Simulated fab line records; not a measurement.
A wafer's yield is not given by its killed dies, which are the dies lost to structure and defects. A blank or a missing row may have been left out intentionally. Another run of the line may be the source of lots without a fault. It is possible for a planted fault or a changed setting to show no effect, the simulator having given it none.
fab line records    flow n5_finfet
[record] lots = 4  wafers = 10  last_day = 16
route steps=1938 shown FIN_SAQP@149 FIN_CUT@154 BEOL_M4@1111 PASSIVATION@1936
lots with no fault: from the same line, run without faults
start_h: the number of hours between the record's first day and the start of the first shown wafer of the lot    wait_h: hours elapsed since this lot's preceding step    " as in the row above    L1.1+2: a single row standing in for several wafers    - value missing, or start not given    * or withheld: withheld    < > ~ a bound
route shown NAME@n: names a module that has steps shown in the file, with the first one's number in the route    usual: average and standard deviation across the fault-free wafers    same: alike in all rows    chamber/n: place in a boat    sites: the reading at each site    _std_site: the standard deviation of these    _edge_site: mean of outer sites minus mean of inner sites    radius_mm: how far each site lies from the wafer's centre    mask NAME#n: copy n    behind: tool/chamber where the wafer was last shaped    hold: what put the lot on hold/how long, in hours/how the hold closed    device: whichever transistor did not switch (one of n, p or np)    end of line: the same wafers' tests at the end of the route    a step with no rows: only its recipe    killed: the dies lost at the first sort to structure and to defects; this is not the yield of the wafer    map: shows each die of a wafer: x if killed, . if not, _ if none is there
set.NAME: the setting that was run; set.NAME@STEP: the one run at that earlier step    model.NAME: the simulator's own value behind a step, which no gauge read
lots at some steps of the route; a table a step, a row a wafer
services: when a tool's chamber went out of use (start_h, in hours from the record's first day, below 0 if earlier), for how many hours, and the reason
[[steps]]
[step N5_FIN_SAQP_PRECLEAN_38]
[recipe] chemistry = O3/DIW  time_s = 45  temp_c = 22  o3_ppm = 10
[step N5_FIN_SAQP_PRECLEAN_45]
[recipe] chemistry = dHF  time_s = 10  dilution = 500:1  temp_c = 25
[step N5_FIN_SAQP_SRD_39]
[recipe] dry = ipa_marangoni  time_s = 30  temp_c = 23  rinse_liquid = diw
[step N5_FIN_CUT_COAT_18]
[recipe] resist = SOC  temp_c = 250  time_s = 60  spin_rpm = 1500  resist_thk_nm = 230
[step N5_FIN_CUT_COAT_19]
[recipe] resist = SiARC  temp_c = 220  time_s = 60  spin_rpm = 1500  resist_thk_nm = 20
[step N5_FIN_CUT_COAT_29]
[recipe] resist = underlayer  temp_c = 205  time_s = 60  spin_rpm = 1500  resist_thk_nm = 10
[step N5_FIN_CUT_COAT_02]
[recipe] resist = CAR-EUV  spin_rpm = 1500  resist_thk_nm = 30
[step N5_FIN_CUT_EBR_04]
[recipe] solvent = PGMEA  ebr_width_mm = 1.5
[step N5_FIN_CUT_SOFTBAKE_03]
[recipe] temp_c = 110  time_s = 60  resist = CAR-EUV
[step N5_FIN_CUT_EXPOSE_05]
[recipe] mask_id = FIN_CUT  na = 0.33  source_shape = annular  sigma_inner = 0.35  sigma_outer = 0.8  polarization = unpolarized  dose_mj = 45.75
[usual] exposure_dose_mJ_cm2 = 46.3/0.61
[same] sigma_inner = 0.35
lot.wafer  tool            chamber  start_h  wait_h  mask       exposure_dose_mJ_cm2
L891.2     euv_scanner-02  0        38.98    -       FIN_CUT#0  46.8
L891.5     "               0        "        "       FIN_CUT#0  46.8
L899.1     euv_scanner-02  0        88.46    -       FIN_CUT#0  50.4
L899.3     "               0        "        "       FIN_CUT#0  50.4
L899.6     "               0        "        "       FIN_CUT#0  50.5
L900.2     euv_scanner-02  0        94.14    -       FIN_CUT#0  49.8
L900.4     "               0        "        "       FIN_CUT#0  49.8
L900.5     "               0        "        "       FIN_CUT#0  49.8
L907.2     euv_scanner-01  0        134.78   -       FIN_CUT#0  45.6
L907.6     "               0        "        "       FIN_CUT#0  45.5
[step N5_FIN_CUT_PEB_06]
[recipe] peb_temp_c = 100  peb_time_s = 60  resist = CAR-EUV
[step N5_FIN_CUT_DEVELOP_07]
[recipe] develop_time_s = 30  developer = TMAH  resist = CAR-EUV  rinse_liquid = surfactant_rinse  dry = air_spin  dev_temp_c = 23
[step N5_FIN_CUT_CD_MEAS_08]
[recipe] target_cd_nm = 29.1  landing_energy_ev = 500  detector = se_inlens  polarity = opening
[usual] cd_nm = 29.08/0.27
lot.wafer  tool       chamber  start_h  wait_h  cd_nm
L891.2     cd_sem-02  0        39.11    -       29.09
L891.5     "          0        "        "       28.83
L899.1     cd_sem-03  0        88.59    -       30.77
L899.3     "          0        "        "       30.72
L899.6     "          0        "        "       30.78
L900.2     cd_sem-02  0        94.27    -       30.12
L900.4     "          0        "        "       30.18
L900.5     "          0        "        "       30.08
L907.2     cd_sem-03  0        134.91   -       29.39
L907.6     "          0        "        "       29.08
[step N5_FIN_CUT_DESCUM_13]
[recipe] chemistry = O2  time_s = 7  source_power_w = 50  bias_power_w = 20  pressure_mtorr = 20  rf_frequency_hz = 2.712e+07  temp_c = 40  resist = CAR-EUV  o2_flow_sccm = 225
[step N5_FIN_CUT_ETCH_30]
[recipe] chemistry = N2/H2  target = underlayer  target_depth_a = 130  mask_material = CAR-EUV  time_s = 10.4  ion_energy_ev = 200  pressure_mtorr = 30  source_w = 840  bias_w = 150  n2_flow_sccm = 200  h2_flow_sccm = 200  ends = cleared
[usual] drypump_motor_current_A = 5.8/0.56  etch_rf_on_time_s = 10.35/0.29  h2_flow_sccm = 200.0/0.52  oes_product_au = 0.70/0.075  rf_vpp_V = 524.7/2.3  showerhead_plenum_p_Torr = 2.58/0.084  throttle_valve_pct = 17.87/0.23
lot.wafer  tool         chamber  start_h  wait_h  drypump_motor_current_A  etch_rf_on_time_s  h2_flow_sccm  oes_product_au  rf_hours_counter_h  rf_vpp_V  showerhead_plenum_p_Torr  throttle_valve_pct  model.FIN_CUT.cd_offset_nm
L891.2     rie_diel-04  0        39.27    0.0     6.5                      10.41              200.4         0.62            189                 525.5     2.65                      18.07               0.4
L891.5     "            0        "        "       6.5                      10.33              200.9         0.62            -                   527.9     2.65                      18.06               0
L899.1     rie_diel-01  3        88.75    0.0     5.2                      9.63               200.4         0.76            37                  526.6     2.58                      17.96               1.4
L899.3     "            0        "        "       6.8                      10.40              200.0         0.77            25                  528.3     2.72                      17.78               1.6
L899.6     "            0        "        "       6.8                      10.52              200.0         0.77            -                   529.1     2.72                      17.77               1.4
L900.2     rie_diel-01  1        94.42    0.0     5.5                      10.01              199.4         0.78            43                  525.4     2.60                      17.45               0.8
L900.4     "            2        "        "       5.4                      10.56              200.1         0.57            -                   522.0     2.49                      18.07               0.8
L900.5     "            0        "        "       6.7                      10.39              198.8         0.77            -                   528.4     2.72                      17.77               0.6
L907.2     rie_diel-04  1        135.18   0.0     5.6                      10.34              201.0         0.66            100                 524.5     2.58                      18.01               0
L907.6     "            3        "        "       5.4                      10.61              200.5         0.59            -                   524.4     2.62                      17.83               0
[step N5_FIN_CUT_ETCH_20]
[recipe] chemistry = CF4  target = SiARC  target_depth_a = 260  mask_material = CAR-EUV  time_s = 43.3  ion_energy_ev = 80  pressure_mtorr = 40  source_w = 545  bias_w = 36  Ar_flow_sccm = 100  cf4_flow_sccm = 100  ends = cleared
[step N5_FIN_CUT_ETCH_21]
[recipe] chemistry = N2/H2  target = SOC  target_depth_a = 2190  overetch_a = 438  mask_material = SiARC  temp_c = 40  ion_energy_ev = 100  bias_w = 61  time_s = 523.5  pressure_mtorr = 30  source_w = 850  n2_flow_sccm = 200  h2_flow_sccm = 200
[step N5_FIN_CUT_STRIP_23]
[recipe] chemistry = N2/H2  temp_c = 40  n2_flow_sccm = 200  h2_flow_sccm = 200  rf_frequency_hz = 6e+07
[step N5_FIN_CUT_STRIP_31]
[recipe] chemistry = N2/H2  temp_c = 40  n2_flow_sccm = 200  h2_flow_sccm = 200  rf_frequency_hz = 6e+07
[step N5_FIN_CUT_STRIP_24]
[recipe] chemistry = CF4  resist = SiARC  power_w = 300  bias_power_w = 75  pressure_mtorr = 50  cf4_flow_sccm = 150  rf_frequency_hz = 6e+07
[step N5_FIN_CUT_CUT_ETCH_26]
[recipe] chemistry = CH3F/O2  target = SiNx  target_depth_a = 390  mask_material = SOC  time_s = 55.7  pressure_mtorr = 30  source_w = 395  bias_w = 73  Ar_flow_sccm = 150  CH3F_flow_sccm = 30  O2_flow_sccm = 20  ion_energy_ev = 120
[step N5_FIN_CUT_CUT_ETCH_27]
[recipe] chemistry = CHF3/O2  target = SiO2  target_depth_a = 40  mask_material = SOC  overetch_a = 20  time_s = 4.9  pressure_mtorr = 30  source_w = 650  bias_w = 170  Ar_flow_sccm = 200  CHF3_flow_sccm = 50  O2_flow_sccm = 5  ion_energy_ev = 200
[step N5_FIN_CUT_PRECLEAN_35]
[recipe] time_s = 13.3  temp_c = 45  pressure_torr = 125  p_hf_torr = 3  p_coreactant_torr = 25  chemistry = vHF
[step N5_FIN_CUT_CUT_ETCH_15]
[recipe] chemistry = HBr/Cl2/O2  target = Si  target_depth_a = 1000  bt_time_s = 10  mask_material = SOC  time_s = 42.4  ion_energy_ev = *  bias_w = *  pressure_mtorr = 10  icp_w = 800  HBr_flow_sccm = 150  Cl2_flow_sccm = 80  O2_flow_sccm = 12
[step N5_FIN_CUT_CUT_ETCH_28]
[recipe] chemistry = HBr/Cl2/O2  target = Si  target_depth_a = 60  mask_material = SOC  time_s = 2.4  ion_energy_ev = *  bias_w = *  pressure_mtorr = 10  icp_w = 800  HBr_flow_sccm = 150  Cl2_flow_sccm = 80  O2_flow_sccm = 12
[usual] drypump_motor_current_A = 5.5/0.4  he_backside_leak_sccm = 2.9/0.33  oes_product_au = 1.001/0.012  throttle_valve_pct = 37.3/0.36
lot.wafer  tool       chamber  start_h  wait_h  drypump_motor_current_A  he_backside_leak_sccm  oes_product_au  rf_hours_counter_h  throttle_valve_pct  model.FIN_CUT.cd_offset_nm
L891.2     rie_si-03  0        39.98    0.0     5.0                      2.7                    1.001           4                   36.5                0
L891.5     "          2        "        "       5.5                      3.0                    1.019           -                   37.8                0.2
L899.1     rie_si-05  3        89.54    0.0     5.6                      3.2                    1.005           5                   37.6                2.4
L899.3     "          0        "        "       5.0                      3.2                    0.994           86                  37.3                1.8
L899.6     "          2        "        "       5.2                      2.7                    0.984           -                   37.7                1.6
L900.2     rie_si-03  0        95.07    0.0     5.1                      2.6                    0.999           5                   36.5                0.4
L900.4     "          2        "        "       5.5                      2.7                    1.019           8                   37.8                -0.8
L900.5     "          3        "        "       5.5                      2.9                    1.002           -                   37.1                -0.2
L907.2     rie_si-05  1        135.85   0.0     6.2                      2.6                    1.011           95                  37.2                0.2
L907.6     "          2        "        "       5.2                      3.2                    0.985           -                   37.7                0.2
[step N5_FIN_CUT_STRIP_22]
[recipe] chemistry = N2/H2  power_w = 500  temp_c = 40  pressure_mtorr = 50  rf_frequency_hz = 6e+07  overash_fraction = 0.3  bias_power_w = 8  h2_frac = 0.5  n2_flow_sccm = 300  h2_flow_sccm = 300
[step N5_BEOL_M4_RC_MEAS_101]
[usual] DIBL_N = 36.3/1.6  DIBL_P = 36.2/2  IOFF_N = 0.160/0.028  IOFF_P = 0.21/0.036  ION_N = 677/11  ION_P = 465/6.9  SS_N = 71.5/0.55  SS_P = 73.3/0.64  VT_N = 250/3  VT_P = -250/3.5
lot.wafer  tool       chamber  start_h  wait_h  DIBL_N[mV/V]  DIBL_P[mV/V]  IOFF_N[nA/um]  IOFF_P[nA/um]  ION_N[uA/um]  ION_P[uA/um]  SS_N[mV/dec]  SS_P[mV/dec]  VT_N[mV]  VT_P[mV]
L891.2     prober-01  0        172.38   0.2     37.8          39.3          0.211          0.25           693           463           71.6          74.3          245       -248
L891.5     "          0        "        "       33.7          34.1          0.122          0.17           663           459           70.6          72.7          253       -252
L900.2     prober-01  0        235.28   0.2     37.1          37.6          0.179          0.24           692           471           72.2          74.4          246       -248
L900.4     "          0        "        "       37.8          39.0          0.207          0.24           686           466           71.9          74.5          246       -249
L900.5     "          0        "        "       37.2          38.7          0.189          0.24           689           470           71.4          74.8          248       -251
L899.1     prober-01  0        238.41   0.0     37.8          40.2          0.183          0.24           669           455           72.0          74.2          250       -250
L899.3     "          0        "        "       36.9          38.4          0.185          0.20           682           457           72.1          73.4          248       -250
L899.6     "          0        "        "       35.4          36.7          0.150          0.19           673           458           71.8          73.1          249       -254
L907.2     prober-01  0        280.61   0.2     37.2          37.2          0.156          0.20           675           459           71.4          73.1          252       -251
L907.6     "          0        "        "       37.4          38.1          0.176          0.22           680           465           72.3          73.5          249       -249
[step N5_PASSIVATION_PROBE_49]
[usual] defect_limited_yield = 91.2/1.5  killed_at_M0_to_M3 = 36/10  killed_at_M4_up = 13/6  killed_at_contacts = 11/5.2  killed_at_front_end = 40/11  killed_at_other = 3.1/2.9  killed_dies = 104/17  killed_open = 66/12  killed_short = 34/7.7  sort_bin_5_function = 5.1/0.91  sort_bin_6_memory = 3.2/0.67  sort_n_pass = 1076/17  sort_yield_pct = 91.2/1.5
[same] gross_dies = 1180  killed_at_back_side = 0  sort_bin_4_leakage[%] = 0  sort_bin_8_speed[%] = 0
lot.wafer  tool       chamber  start_h  wait_h  defect_limited_yield[%]  killed_at_M0_to_M3  killed_at_M4_up  killed_at_contacts  killed_at_front_end  killed_at_other  killed_dies  killed_open  killed_short  sort_bin_5_function[%]  sort_bin_6_memory[%]  sort_n_pass  sort_yield_pct[%]
L899.1     prober-02  -        339.95   0.0     92.5                     34                  6                12                  35                   1                88           55           29            4.6                     2.4                   1092         92.5
L900.5     prober-02  -        344.71   0.2     90.0                     29                  10               21                  52                   6                118          72           33            5.4                     3.3                   1062         90.0
// killed by level:class
L899.1 BEOL_M2:geometric_particle:open=12 DUMMY_GATE:geometric_particle:open=8 MOL_CONTACT_COAG:geometric_particle:open=8 STI_FIN_REVEAL:geometric_particle:open=7 BEOL_M0_SAQP:geometric_particle:short=5 BEOL_M2:geometric_particle:short=4 MOL_CONTACT_COAG:geometric_particle:short=4 BEOL_M0_SAQP:geometric_particle:open=4
L900.5 MOL_CONTACT_COAG:geometric_particle:open=19 HKMG_FIN:area_etch=11 BEOL_M1:geometric_particle:open=8 FIN_SAQP:geometric_particle:short=7 DUMMY_GATE:geometric_particle:open=6 GATE_CUT:geometric_particle:short=6 GATE_CUT:geometric_particle:open=5 BEOL_M0_SAQP:geometric_particle:open=5
[[services]]
tool            chamber  start_h  hours  kind
euv_scanner-01  -        28.41    1.0    pm
euv_scanner-01  -        33.01    0.3    repair
euv_scanner-02  -        46.18    6.2    pm
euv_scanner-02  -        69.49    1.0    pm
euv_scanner-01  -        81.20    4.6    pm
rie_diel-01     2        104.60   -      clean
rie_diel-01     2        104.60   -      consumable_replace:focus_ring
rie_diel-01     2        104.60   26.7   scheduled_down
rie_diel-01     2        104.60   26.7   vent_cycle
rie_diel-01     3        108.65   45.3   repair
euv_scanner-02  -        125.64   1.0    pm
euv_scanner-02  -        131.30   5.8    pm
[[key]]
[first_sign] step = N5_FIN_CUT_EXPOSE_05  reading = exposure_dose_mJ_cm2  direction = up  sigmas = 6.2  usual = 46.3  struck = 50.1
[effect] step = N5_FIN_CUT_CD_MEAS_08  reading = cd_nm  direction = up  sigmas = 5.1  usual = 29.08  struck = 30.44  through = control_loop
[model_effect] step = N5_FIN_CUT_ETCH_30  value = FIN_CUT.cd_offset_nm  without = -0.1333  struck = 1.1
[model_effect] step = N5_FIN_CUT_CUT_ETCH_28  value = FIN_CUT.cd_offset_nm  without = -0.4  struck = 0.8667
met_at N5_FIN_CUT_EXPOSE_05
struck_wafers L899.1,L899.3,L899.6,L900.2,L900.4,L900.5
[loop_trim] step = N5_FIN_CUT_EXPOSE_05  setting = dose  lots = L900
[baseline_loss] step = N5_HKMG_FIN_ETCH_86  wafers = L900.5
onset_between 38.98 88.46
[fault] kind = process_parameter_drift  tool = euv_scanner-02  chamber = -  onset_h = 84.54  steps = N5_FIN_CUT_EXPOSE_05  channel = dose_mj  offset = 3.6848  shape = step  acts_in = these_recipes_only  stated = 45.75
// loop_trim: a control loop set the setting to another value than it would have without faults
// baseline_loss: these wafers lose ten dies or more at that step, a loss of the line's own and not of a fault; the sort's usual values leave them out
